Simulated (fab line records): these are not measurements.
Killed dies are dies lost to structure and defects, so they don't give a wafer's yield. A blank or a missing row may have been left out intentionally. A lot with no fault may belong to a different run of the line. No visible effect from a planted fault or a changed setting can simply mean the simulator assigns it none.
Problem report in the 8D (eight disciplines) form, filled by code + flow n5Finfet + the parts of the form that need people (team, actions taken, sign-off) are left out

1. WHAT IS WRONG
Wafers without a fault read 1499.9 rpm, standard deviation 1.1; spinSpeedRpm at N5_BEOL_M7_COAT_64 reads a mean of 1430.3 rpm on 6 wafers belonging to 2 lots. Measured from the usual mean, that is -63 standard deviations.
The step: time 60 s, resist thk 12 nm.
Seen first at day 13 20:53 on lithoTrack-02, wafer L703.1. The record holds 12 wafers of 4 lots with a number at this step. By rule, "out" or "out of limits" means more than 4 standard deviations away from the usual mean. The other wafers with a number count as sound.

2. WHAT IT IS, AND WHAT IT ISN'T
| question                    | is                     | is not                                                             |
|-----------------------------|------------------------|--------------------------------------------------------------------|
| which readings at this step | spinSpeedRpm           | dispensePressureKPa, heaterPowerTotalW                             |
| which lots                  | L702, L703             | L686, L705                                                         |
| which wafers of those lots  | all that have a number | -                                                                  |
| read on which tools         | lithoTrack-02          | lithoTrack-05                                                      |
| when                        | from day 13 20:53      | up to then (3 sound wafers); but 3 sound wafers of L705 came after |

3. SUSPECTS, AND WHAT RULES EACH OUT
Counting: any tool at a process step up to the reading is kept as a suspect provided that every lot that is out went through it and no sound lot did after the first of them.
- lithoTrack-02 at N5_BEOL_M7_COAT_64 (time 60 s, resist thk 12 nm): kept. It processed each lot that is out, first L703 at day 13 20:53, and no sound lot thereafter; up to then, the last sound lot it processed was L686 at day 10 17:31. On those wafers its own readings are out: spinSpeedRpm.
After counting, what remains is lithoTrack-02 at N5_BEOL_M7_COAT_64.

4. THE CAUSE (what the simulator had put in)
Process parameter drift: lithoTrack-02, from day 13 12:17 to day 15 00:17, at N5_BEOL_M7_COAT_64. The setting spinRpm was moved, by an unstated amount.
Counting left only this tool.

5. THE CHAIN OF EFFECTS, in route order
One row per reading whose mean, taken over the struck wafers that have a number, lies over 3 standard deviations from the usual. Only readings whose record carries a usual standard deviation are examined. hours: median over the lots of the time between each lot's start at the first step of this table that gives one and its start at this step. sigmas: the change, counted in usual standard deviations.
| hours | step               | reading      | usual      | on struck wafers | change | sigmas |
|-------|--------------------|--------------|------------|------------------|--------|--------|
| 0     | N5_BEOL_M7_COAT_64 | spinSpeedRpm | 1499.9 rpm | 1430.3           | -69.6  | -63    |
Here are the process steps it includes:
- N5_BEOL_M7_COAT_64: time 60 s, resist thk 12 nm.

6. WHAT WOULD HAVE CAUGHT IT SOONER
9 hours passed between the start of the fault at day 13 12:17 and the first reading out of limits in this record, taken at day 13 20:53.
